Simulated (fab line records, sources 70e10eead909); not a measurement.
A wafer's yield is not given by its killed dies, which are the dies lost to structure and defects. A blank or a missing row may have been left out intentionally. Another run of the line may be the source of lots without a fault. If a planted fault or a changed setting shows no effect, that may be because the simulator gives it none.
Which tool did it? -- flow nandHarc -- 72 wafers from 24 lots sampled at 5 of the route's 1302 steps

## WHAT THE GAUGES READ, wafer by wafer
NHARC_A_ONON_D1_THK_MEAS_11: measures by ellipsometry.
lot,measured,on,thkNm (nm)
L074,day 8 02:53,filmMetro-01,999 1002 1000
L075,day 8 02:53,filmMetro-01,1019 1020 1019
L076,day 8 19:30,filmMetro-01,1022 1021 1021
L077,day 8 23:23,filmMetro-01,994 993 991
L078,day 9 16:52,filmMetro-02,1006 1006 1006
L079,day 9 23:41,filmMetro-01,1014 1011 1014
L080,day 10 05:39,filmMetro-02,980 980 981
L081,day 11 00:59,filmMetro-02,994 991 993
L082,day 11 06:11,filmMetro-02,1000 1000 1001
L083,day 11 11:32,filmMetro-02,993 995 994
L084,day 12 05:17,filmMetro-01,1005 1005 1004
L085,day 12 13:33,filmMetro-02,988 988 988
L086,day 12 21:53,filmMetro-01,1014 1015 1015
L087,day 12 21:53,filmMetro-02,989 987 988
L088,day 13 22:46,filmMetro-01,1010 1011 1009
L089,day 13 22:46,filmMetro-02,998 998 999
L090,day 14 20:13,filmMetro-02,989 989 988
L091,day 15 03:55,filmMetro-02,995 997 996
L092,day 15 03:53,filmMetro-01,1018 1020 1018
L093,day 15 22:37,filmMetro-01,979 977 979
L094,day 16 08:07,filmMetro-02,991 991 992
L095,day 16 14:49,filmMetro-01,1004 1005 1005
L096,day 16 20:29,filmMetro-01,1009 1008 1008
L097,day 17 11:02,filmMetro-02,1001 998 999

## WHAT TOOL EACH LOT RAN ON (gives the tool, then ch and the chambers of the sampled wafers, and finally the start)
lot,NHARC_P_BONDPAD_STRIP_15,NHARC_P_BONDPAD_PRE_CLEAN_26,NHARC_P_BONDPAD_PVD_27,NHARC_P_BONDPAD_ACTIVATE_29
L074,"rieDiel-08 ch 1,2, day 6 21:19","pvdSputter-01, day 6 23:31 or earlier","pvdSputter-01, day 6 23:31 or earlier","rieDiel-08 ch 0,1,2, day 6 23:31"
L075,"rieDiel-01 ch 1,2, day 6 23:32","pvdSputter-03, day 7 01:51 or earlier","pvdSputter-03, day 7 01:51 or earlier","rieDiel-08 ch 0,3, day 7 01:51"
L076,"rieDiel-03 ch 0,1,3, day 7 11:22","pvdSputter-03, day 7 13:36 or earlier","pvdSputter-03, day 7 13:36 or earlier","rieDiel-01 ch 0,2,3, day 7 13:36"
L077,"rieDiel-01 ch 1,3, day 7 20:18","pvdSputter-03, day 7 22:31 or earlier","pvdSputter-03, day 7 22:31 or earlier","rieDiel-01 ch 0,3, day 7 22:31"
L078,"rieDiel-08 ch 0,3, day 8 09:31","pvdSputter-02, day 8 11:49 or earlier","pvdSputter-02, day 8 11:49 or earlier","rieDiel-01 ch 0,2,3, day 8 11:49"
L079,"rieDiel-08 ch 0,1,2, day 8 19:49","pvdSputter-02, day 8 22:01 or earlier","pvdSputter-02, day 8 22:01 or earlier","rieDiel-03 ch 1,3, day 8 22:01"
L080,"rieDiel-03 ch 1,2, day 9 01:22","pvdSputter-01, day 9 03:35 or earlier","pvdSputter-01, day 9 03:35 or earlier","rieDiel-03 ch 0,1,2, day 9 03:35"
L081,"rieDiel-08 ch 2,3, day 9 18:50","pvdSputter-03, day 9 21:07 or earlier","pvdSputter-03, day 9 21:07 or earlier","rieDiel-01 ch 0,1,3, day 9 21:07"
L082,"rieDiel-03 ch 0,1,2, day 10 01:08","pvdSputter-02, day 10 03:23 or earlier","pvdSputter-02, day 10 03:23 or earlier","rieDiel-08 ch 0,1,3, day 10 03:23"
L083,"rieDiel-03 ch 0,1,2, day 10 08:58","pvdSputter-03, day 10 11:11 or earlier","pvdSputter-03, day 10 11:11 or earlier","rieDiel-01 ch 1,2, day 10 11:11"
L084,"rieDiel-01 ch 1,2, day 11 01:34","pvdSputter-02, day 11 03:48 or earlier","pvdSputter-02, day 11 03:48 or earlier","rieDiel-03 ch 1,2,3, day 11 03:48"
L085,"rieDiel-03 ch 2,3, day 11 10:22","pvdSputter-02, day 11 12:33 or earlier","pvdSputter-02, day 11 12:33 or earlier","rieDiel-03 ch 1,3, day 11 12:33"
L086,"rieDiel-01 ch 0,1, day 11 16:44","pvdSputter-01, day 11 18:59 or earlier","pvdSputter-01, day 11 18:59 or earlier","rieDiel-01 ch 1,2, day 11 18:59"
L087,"rieDiel-08 ch 2,3, day 11 20:17","pvdSputter-02, day 11 22:31 or earlier","pvdSputter-02, day 11 22:31 or earlier","rieDiel-08 ch 0,2,3, day 11 22:31"
L088,"rieDiel-08 ch 0,1,2, day 12 20:01","pvdSputter-03, day 12 22:17 or earlier","pvdSputter-03, day 12 22:17 or earlier","rieDiel-08 ch 0,1,2, day 12 22:17"
L089,"rieDiel-01 ch 0,2,3, day 12 20:10","pvdSputter-01, day 12 22:49 or earlier","pvdSputter-01, day 12 22:49 or earlier","rieDiel-01 ch 2,3, day 12 22:49"
L090,"rieDiel-01 ch 0,1,3, day 13 13:31","pvdSputter-01, day 13 15:46 or earlier","pvdSputter-01, day 13 15:46 or earlier","rieDiel-08 ch 0,3, day 13 15:46"
L091,"rieDiel-03 ch 1,3, day 14 00:36","pvdSputter-02, day 14 02:53 or earlier","pvdSputter-02, day 14 02:53 or earlier","rieDiel-01 ch 0,1,3, day 14 02:53"
L092,"rieDiel-01 ch 2,3, day 14 03:28","pvdSputter-03, day 14 05:43 or earlier","pvdSputter-03, day 14 05:43 or earlier","rieDiel-01 ch 1,2,3, day 14 05:43"
L093,"rieDiel-08 ch 2,3, day 14 14:58","pvdSputter-01, day 14 17:12 or earlier","pvdSputter-01, day 14 17:12 or earlier","rieDiel-01 ch 0,1,3, day 14 17:12"
L094,"rieDiel-03 ch 0,1,3, day 15 04:57","pvdSputter-01, day 15 07:11 or earlier","pvdSputter-01, day 15 07:11 or earlier","rieDiel-01 ch 1,2,3, day 15 07:11"
L095,"rieDiel-01 ch 0,1,2, day 15 11:52","pvdSputter-02, day 15 14:08 or earlier","pvdSputter-02, day 15 14:08 or earlier","rieDiel-08 ch 0,1,3, day 15 14:08"
L096,"rieDiel-01 ch 0,1,2, day 15 16:32","pvdSputter-02, day 15 18:47 or earlier","pvdSputter-02, day 15 18:47 or earlier","rieDiel-01 ch 0,2,3, day 15 18:47"
L097,"rieDiel-03 ch 1,2, day 16 06:13","pvdSputter-02, day 16 08:26 or earlier","pvdSputter-02, day 16 08:26 or earlier","rieDiel-01 ch 0,2,3, day 16 08:26"
- NHARC_P_BONDPAD_STRIP_15: strips in O2.
- NHARC_P_BONDPAD_PRE_CLEAN_26: time 30 s.
- NHARC_P_BONDPAD_PVD_27: deposits Cu, target thk 30 nm, time 20.49 s.
- NHARC_P_BONDPAD_ACTIVATE_29: chemistry N2, time 60 s.

## AS READ BY THE TOOLS THEMSELVES (means over the sampled wafers that have a number; for cases with no such wafer, the mark the record gives instead)
NHARC_P_BONDPAD_STRIP_15.
lot,tool,drypumpMotorCurrentA (A),oesProductAu (a.u.),rfVppV (V),showerheadPlenumPTorr (Torr),throttleValvePct (%)
L074,rieDiel-08,5.9,1.007,57.0,3.30,17.038
L075,rieDiel-01,6.3,0.996,58.7,3.75,17.030
L076,rieDiel-03,5.7,0.993,57.3,3.49,17.042
L077,rieDiel-01,5.3,1.000,57.8,3.65,17.043
L078,rieDiel-08,6.0,1.004,58.6,3.54,17.040
L079,rieDiel-08,5.8,0.999,58.0,3.42,17.030
L080,rieDiel-03,5.5,0.993,58.4,3.55,17.029
L081,rieDiel-08,6.5,0.992,58.1,3.31,17.041
L082,rieDiel-03,5.4,1.012,57.6,3.52,17.042
L083,rieDiel-03,5.4,1.000,58.0,3.51,17.034
L084,rieDiel-01,6.3,1.004,58.0,3.75,17.028
L085,rieDiel-03,5.6,1.001,58.1,3.64,17.036
L086,rieDiel-01,6.4,1.011,58.5,3.60,17.039
L087,rieDiel-08,6.2,0.994,57.6,3.31,17.042
L088,rieDiel-08,5.8,1.006,58.1,3.41,17.033
L089,rieDiel-01,5.5,1.004,58.1,3.63,17.039
L090,rieDiel-01,5.7,1.006,57.4,3.59,17.023
L091,rieDiel-03,6.1,0.999,57.8,3.49,17.038
L092,rieDiel-01,5.2,1.003,57.6,3.69,17.032
L093,rieDiel-08,6.2,0.995,57.6,3.30,17.037
L094,rieDiel-03,5.7,1.000,57.9,3.49,17.035
L095,rieDiel-01,6.2,1.004,57.4,3.64,17.031
L096,rieDiel-01,6.2,1.002,57.8,3.64,17.040
L097,rieDiel-03,5.4,1.003,57.6,3.54,17.044

NHARC_P_BONDPAD_PRE_CLEAN_26.
lot,tool,heaterPowerW (W)
L074,pvdSputter-01,437
L075,pvdSputter-03,417
L076,pvdSputter-03,417
L077,pvdSputter-03,427
L078,pvdSputter-02,402
L079,pvdSputter-02,441
L080,pvdSputter-01,481
L081,pvdSputter-03,433
L082,pvdSputter-02,453
L083,pvdSputter-03,407
L084,pvdSputter-02,421
L085,pvdSputter-02,453
L086,pvdSputter-01,496
L087,pvdSputter-02,441
L088,pvdSputter-03,420
L089,pvdSputter-01,468
L090,pvdSputter-01,460
L091,pvdSputter-02,429
L092,pvdSputter-03,406
L093,pvdSputter-01,475
L094,pvdSputter-01,472
L095,pvdSputter-02,423
L096,pvdSputter-02,407
L097,pvdSputter-02,409

NHARC_P_BONDPAD_PVD_27.
lot,tool,throttleValvePct (%)
L074,pvdSputter-01,29.2
L075,pvdSputter-03,30.3
L076,pvdSputter-03,30.2
L077,pvdSputter-03,29.6
L078,pvdSputter-02,30.1
L079,pvdSputter-02,30.0
L080,pvdSputter-01,28.5
L081,pvdSputter-03,29.7
L082,pvdSputter-02,30.5
L083,pvdSputter-03,29.6
L084,pvdSputter-02,30.3
L085,pvdSputter-02,30.3
L086,pvdSputter-01,29.7
L087,pvdSputter-02,30.5
L088,pvdSputter-03,28.9
L089,pvdSputter-01,28.1
L090,pvdSputter-01,29.6
L091,pvdSputter-02,31.0
L092,pvdSputter-03,29.6
L093,pvdSputter-01,28.9
L094,pvdSputter-01,30.0
L095,pvdSputter-02,30.1
L096,pvdSputter-02,30.9
L097,pvdSputter-02,30.4

NHARC_P_BONDPAD_ACTIVATE_29.
lot,tool,drypumpMotorCurrentA (A),oesProductAu (a.u.),rfVppV (V),showerheadPlenumPTorr (Torr)
L074,rieDiel-08,5.8,0.999,64.1,1.70
L075,rieDiel-08,6.3,1.002,63.7,1.71
L076,rieDiel-01,5.5,0.999,65.6,1.83
L077,rieDiel-01,5.1,1.002,64.5,1.80
L078,rieDiel-01,5.5,0.988,64.0,1.83
L079,rieDiel-03,6.0,0.986,63.7,1.69
L080,rieDiel-03,5.4,0.989,64.1,1.76
L081,rieDiel-01,5.7,1.002,64.0,1.80
L082,rieDiel-08,6.1,1.001,63.4,1.71
L083,rieDiel-01,6.3,1.006,64.9,1.89
L084,rieDiel-03,5.7,1.002,64.5,1.76
L085,rieDiel-03,6.0,0.995,62.8,1.69
L086,rieDiel-01,6.4,1.011,64.1,1.86
L087,rieDiel-08,6.1,0.997,63.9,1.71
L088,rieDiel-08,5.8,1.000,64.2,1.70
L089,rieDiel-01,5.6,1.013,65.2,1.88
L090,rieDiel-08,6.0,1.004,63.8,1.77
L091,rieDiel-01,5.7,1.010,64.0,1.80
L092,rieDiel-01,5.8,1.006,63.8,1.86
L093,rieDiel-01,5.7,1.004,64.5,1.80
L094,rieDiel-01,5.8,1.003,64.7,1.86
L095,rieDiel-08,6.0,1.004,63.1,1.71
L096,rieDiel-01,5.6,1.006,64.6,1.83
L097,rieDiel-01,5.5,1.002,64.8,1.83

## THE ANSWER, worked out from the rows above alone
Rule: the lots themselves supply what counts as usual. Put in order of their means at a reading, lots are off if they are a third of the lots or fewer, leave a main group of 4 or more, and stand apart from it by a gap of 3 or more times the standard deviation of the main group's means; of several such gaps the widest counts. A main group is skipped when, at the precision printed for the reading in the tables above, its means are all equal. Also off: a lot with no number at a reading for which 4 or more lots have one. Any other lot the step has rows for is counted as sound. First the gauges in route order, then the tools' own readings, where a lot's mean is used as printed above. The first step at which some lot is off is used, and at that step the reading that is off furthest; a lot without a number counts as furthest.
None of the lots is off at any reading shown; this tells nothing.

## WHAT THE SIMULATOR PUT IN
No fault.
